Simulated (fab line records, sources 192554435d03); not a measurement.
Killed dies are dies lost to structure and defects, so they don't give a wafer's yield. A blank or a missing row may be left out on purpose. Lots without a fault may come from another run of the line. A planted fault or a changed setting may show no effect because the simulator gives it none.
Problem report in the 8D (eight disciplines) form, filled by code | flow n5_finfet | the parts of the form that need people (team, actions taken, sign-off) are left out

1. THE PROBLEM
bias_w at N5_BEOL_M6_ETCH_66 reads a mean of 143.8 W on 6 wafers of 2 lots; wafers without a fault read 150.0 W with a standard deviation of 0.47. That is -13 standard deviations from the usual mean.
The step: etches SOC in N2/H2, target depth 80 nm, overetch 16 nm, time 120 s.
First seen on wafer L832.2, day 16 06:03, on rie_diel-01. The record holds 18 wafers of 6 lots with a number at this step. Rule for "out", or "out of limits": more than 4 standard deviations from the usual mean. The other wafers with a number count as sound.

2. WHAT IT IS AND WHAT IT IS NOT
question                    | is                     | is not
which readings at this step | bias_w, rf_vpp_V       | drypump_motor_current_A, rf_fwd_power_W, showerhead_plenum_p_Torr, throttle_valve_pct
which lots                  | L832, L834             | L813, L822, L824, L835
which wafers of those lots  | all that have a number | -
read on which tools         | rie_diel-01            | rie_diel-03
when                        | from day 16 06:03      | up to then (9 sound wafers); but 3 sound wafers of L835 came after

3. SUSPECTS, AND WHAT RULES EACH OUT
Counting: a tool at a process step up to the reading stays a suspect if it ran every lot that is out and no sound lot after the first of them.
- rie_diel-01 at N5_BEOL_M6_DESCUM_33 (chemistry O2, time 7 s): kept. It ran every lot that is out, first L832 (day 16 05:58), and no sound lot after that; its last sound lot up to then is L824 (day 15 01:31).
- rie_diel-01 at N5_BEOL_M6_ETCH_72 (etches underlayer in N2/H2, target depth 6.5 nm, time 5.2 s): kept. It ran every lot that is out, first L832 (day 16 06:00), and no sound lot after that; its last sound lot up to then is L824 (day 15 01:33).
- rie_diel-01 at N5_BEOL_M6_ETCH_65 (etches SiARC in CF4, target depth 15.6 nm, time 26 s): kept. It ran every lot that is out, first L832 (day 16 06:01), and no sound lot after that; its last sound lot up to then is L824 (day 15 01:34).
- rie_diel-01 at N5_BEOL_M6_ETCH_66 (etches SOC in N2/H2, target depth 80 nm, overetch 16 nm, time 120 s): kept. It ran every lot that is out, first L832 (day 16 06:03), and no sound lot after that; its last sound lot up to then is L824 (day 15 01:36). Its own readings are out on those wafers: bias_w, rf_vpp_V.
Left after counting: rie_diel-01 at N5_BEOL_M6_DESCUM_33, rie_diel-01 at N5_BEOL_M6_ETCH_72, rie_diel-01 at N5_BEOL_M6_ETCH_65, rie_diel-01 at N5_BEOL_M6_ETCH_66.

4. THE CAUSE (what the simulator had put in)
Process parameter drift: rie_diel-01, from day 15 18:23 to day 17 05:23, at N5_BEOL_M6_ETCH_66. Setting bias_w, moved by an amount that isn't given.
Counting left 4 suspects, and this tool is among them.

5. THE CHAIN OF EFFECTS, in route order
Each row: a reading whose mean over the struck wafers that have a number lies more than 3 standard deviations from the usual. Only readings for which the record gives a usual standard deviation are gone through. hours: the time from each lot's start at the first step in this table that gives one to its start at this step, as a median over the lots. sigmas: the change in usual standard deviations.
hours | step               | reading  | usual   | on struck wafers | change | sigmas
0     | N5_BEOL_M6_ETCH_66 | bias_w   | 150.0 W | 143.8            | -6.2   | -13
0     | N5_BEOL_M6_ETCH_66 | rf_vpp_V | 523.8 V | 508.0            | -15.8  | -6.9
The process steps in it:
- N5_BEOL_M6_ETCH_66: etches SOC in N2/H2, target depth 80 nm, overetch 16 nm, time 120 s.

6. WHAT WOULD HAVE CAUGHT IT SOONER
In this record the first reading out of limits was taken at day 16 06:03, 12 hours after the fault began at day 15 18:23.
